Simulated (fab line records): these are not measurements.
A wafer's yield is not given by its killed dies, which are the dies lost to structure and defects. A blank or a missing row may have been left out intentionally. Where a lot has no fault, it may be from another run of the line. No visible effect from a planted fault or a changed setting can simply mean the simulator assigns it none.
Chamber matching + flow nand-harc + NHARC_A_STAIRCASE_ALD_420 on ald-hk-02 has 4 sister chambers
The step deposits SiO2, target thk 20 nm, pulse time 6 s, ald cycles 200. 20 wafers are shown with their chamber, then 10 later ones without.

## WAFERS, EACH WITH ITS CHAMBER
| wafer  | chamber | heater-power-w (W) | precursor-pulse-height-rel |
|--------|---------|--------------------|----------------------------|
| L077.3 | 2       | 495                | 1.021                      |
| L077.4 | 1       | 377                | 0.989                      |
| L077.6 | 1       | 385                | 0.999                      |
| L079.2 | 2       | 455                | 0.995                      |
| L079.3 | 0       | 457                | 0.972                      |
| L079.5 | 3       | 485                | 1.005                      |
| L086.1 | 2       | 459                | 0.957                      |
| L086.2 | 1       | 403                | 0.998                      |
| L086.4 | 0       | 450                | 0.963                      |
| L088.3 | 1       | 402                | 0.948                      |
| L088.4 | 2       | 452                | 1.010                      |
| L088.5 | 0       | 453                | 0.951                      |
| L089.1 | 0       | 449                | 0.993                      |
| L089.4 | 1       | 411                | 1.000                      |
| L089.5 | 1       | 398                | 0.987                      |
| L090.1 | 1       | 405                | 1.014                      |
| L090.3 | 3       | 493                | 1.038                      |
| L090.6 | 2       | 451                | 0.979                      |
| L095.2 | 1       | 409                | 0.995                      |
| L095.5 | 1       | 388                | 0.966                      |

SIGNATURES (averages over the wafers above)
| reading                    | chamber 0 | chamber 1 | chamber 2 | chamber 3 | scatter within a chamber |
|----------------------------|-----------|-----------|-----------|-----------|--------------------------|
| heater-power-w             | 452.25    | 397.56    | 462.40    | 489.00    | 12.6                     |
| precursor-pulse-height-rel | 0.96975   | 0.98844   | 0.99240   | 1.02150   | 0.0213                   |
Rule: a wafer lies at a distance from a chamber equal to the root of the sum of squares, over the readings, of (its reading less the chamber's mean, divided by the reading's scatter). If the next closest chamber is less than 2 further off than the closest, the wafer can't be placed; otherwise it belongs to the closest. The scatter is the square root of a quotient: the sum, over the shown wafers, of each reading's squared deviation from its chamber's mean, divided by wafers minus chambers.

## WAFERS WITH NO CHAMBER GIVEN
| wafer  | heater-power-w (W) | precursor-pulse-height-rel |
|--------|--------------------|----------------------------|
| L095.6 | 451                | 0.965                      |
| L095.1 | 451                | 1.009                      |
| L095.3 | 448                | 1.012                      |
| L095.4 | 494                | 1.003                      |
| L096.3 | 463                | 1.013                      |
| L096.4 | 394                | 1.004                      |
| L096.5 | 446                | 1.047                      |
| L096.1 | 449                | 0.990                      |
| L096.2 | 485                | 0.995                      |
| L096.6 | 400                | 1.012                      |

## WHICH CHAMBER EACH WENT THROUGH
| wafer  | from the rows above               | in truth |
|--------|-----------------------------------|----------|
| L095.6 | can't be placed: 0 or 2           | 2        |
| L095.1 | can't be placed: 2 or 0 or 3      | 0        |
| L095.3 | can't be placed: 2 or 0 or 3      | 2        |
| L095.4 | can't be placed: 3 or 2           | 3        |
| L096.3 | can't be placed: 2 or 3 or 0      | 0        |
| L096.4 | 1                                 | 1        |
| L096.5 | can't be placed: 2 or 3 or 0 or 1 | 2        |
| L096.1 | can't be placed: 0 or 2           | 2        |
| L096.2 | can't be placed: 3 or 2 or 0      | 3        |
| L096.6 | 1                                 | 1        |
Correctly placed: 2 of 10. Not placeable from these rows: 8 (in 8, the candidates include the true chamber). 0 placed wrongly.
